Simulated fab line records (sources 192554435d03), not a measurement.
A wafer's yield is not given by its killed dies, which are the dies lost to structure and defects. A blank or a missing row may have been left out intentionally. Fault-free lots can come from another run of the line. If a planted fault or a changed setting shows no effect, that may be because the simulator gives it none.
Split-lot trial -- flow n5Finfet -- 7 lots, 21 wafers read, on a route of 1938 steps

SPLIT DETAILS
At N5_BEOL_M9_ETCH_66 (etches SOC in N2/H2, target depth 80 nm, overetch 16 nm, time 120 s), the setting timeS was moved away from the recipe's 120 s on 6 of the 21 wafers read, by -17.6% to +19.7%. For the rest of the wafers, this setting stayed at what the recipe calls for.

Reading taken at the split's own step.

THE READING
SiARC_of_BEOL_M9_COAT_64.thkNm (the simulator's own value, which no gauge read), in nm, at N5_BEOL_M9_ETCH_66 (etches SOC in N2/H2, target depth 80 nm, overetch 16 nm, time 120 s). The file gives no usual value for it. Average 6.5 nm, standard deviation 0.094 nm, over the 15 wafers here run with the recipe.

wafer,"tool, chamber at the split","timeS as run, s",against the recipe,"SiARC_of_BEOL_M9_COAT_64.thkNm, nm",against lot-mates on the recipe
L078.1,"rieDiel-05, 0,3",120,recipe,6.4,-
L078.2,"rieDiel-05, 0,3",120,recipe,6.4,-
L078.6,"rieDiel-05, 3",120,recipe,6.6,-
L079.4,"rieDiel-06, 2",120,recipe,6.4,-
L079.5,"rieDiel-06, 1,3",143.6,+19.7%,5.4,-1.0
L079.6,"rieDiel-06, 1,3",143.6,+19.7%,5.4,-1.0
L082.2,"rieDiel-05, 3",120,recipe,6.4,-
L082.4,"rieDiel-05, 0",120,recipe,6.6,-
L082.6,"rieDiel-05, 0",120,recipe,6.6,-
L088.2,"rieDiel-06, 3",98.86,-17.6%,7.6,+1.2
L088.5,"rieDiel-06, 2",98.86,-17.6%,7.4,+1.0
L088.6,"rieDiel-06, 3",120,recipe,6.4,-
L090.2,"rieDiel-02, 1,3,1",120,recipe,6.4,-
L090.3,"rieDiel-02, 1,3,1",120,recipe,6.4,-
L090.6,"rieDiel-02, 1,3,1",120,recipe,6.4,-
L092.1,"rieDiel-05, 3,2",120,recipe,6.6,-
L092.5,"rieDiel-05, 3,2",120,recipe,6.6,-
L092.6,"rieDiel-05, 3",141.7,+18.1%,5.6,-1.0
L094.3,"rieDiel-06, 3,1",120,recipe,6.4,-
L094.6,"rieDiel-06, 3,1",120,recipe,6.4,-
L094.5,"rieDiel-06, 2",112.5,-6.2%,6.6,+0.2
When a row names more than one chamber, that row covers several wafers, and the file does not tell which wafer ran in which chamber.

FIT RESULTS
A straight line over all 21 wafers: SiARC_of_BEOL_M9_COAT_64.thkNm changes by -0.0539 nm for each +1% of timeS; r = -0.98; the points scatter about the line by 0.11 nm.
The same after taking each lot's own level away (the mean of its wafers on the recipe; 21 wafers): -0.0555 nm for each +1%; r = -0.99; scatter 0.085 nm.
That fit puts the effect of the largest move of timeS on the reading at 1.1 nm.
From 6.40 to 6.60 nm: that is the span of the lots' own levels, equal to 2.1 times the standard deviation above.
The two slopes agree, so the slope changes little with the lot-to-lot level.
Check: -1.1 nm against its lot-mates is what the line predicts for one of the wafers moved furthest among these (+19.7%) when that wafer is left out of the fit. Against them it came out at -1 nm.

OTHER SPLITS APPLIED TO THESE WAFERS
These wafers also went through other splits before the reading. Each is held against what the fit with the lots' levels taken away leaves over:
other split on the same wafers,wafers away from the commonest value,r with SiARC_of_BEOL_M9_COAT_64.thkNm (lot level and that fit taken away)
N5_BEOL_M6_SPUTTER_48 powerW,7,+0.07
N5_BEOL_M8_EXPOSE_08 doseMj,7,-0.39
N5_BEOL_M8_DEVELOP_10 developTimeS,9,+0.08
N5_BEOL_M8_DEP_56 timeS,6,+0.23
N5_BEOL_M9_COAT_22 spinRpm,7,-0.12

THE FILE'S OWN FIT
SiARC_of_BEOL_M9_COAT_64.thkNm changes by -0.0549 nm for each +1% of timeS, r = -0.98.
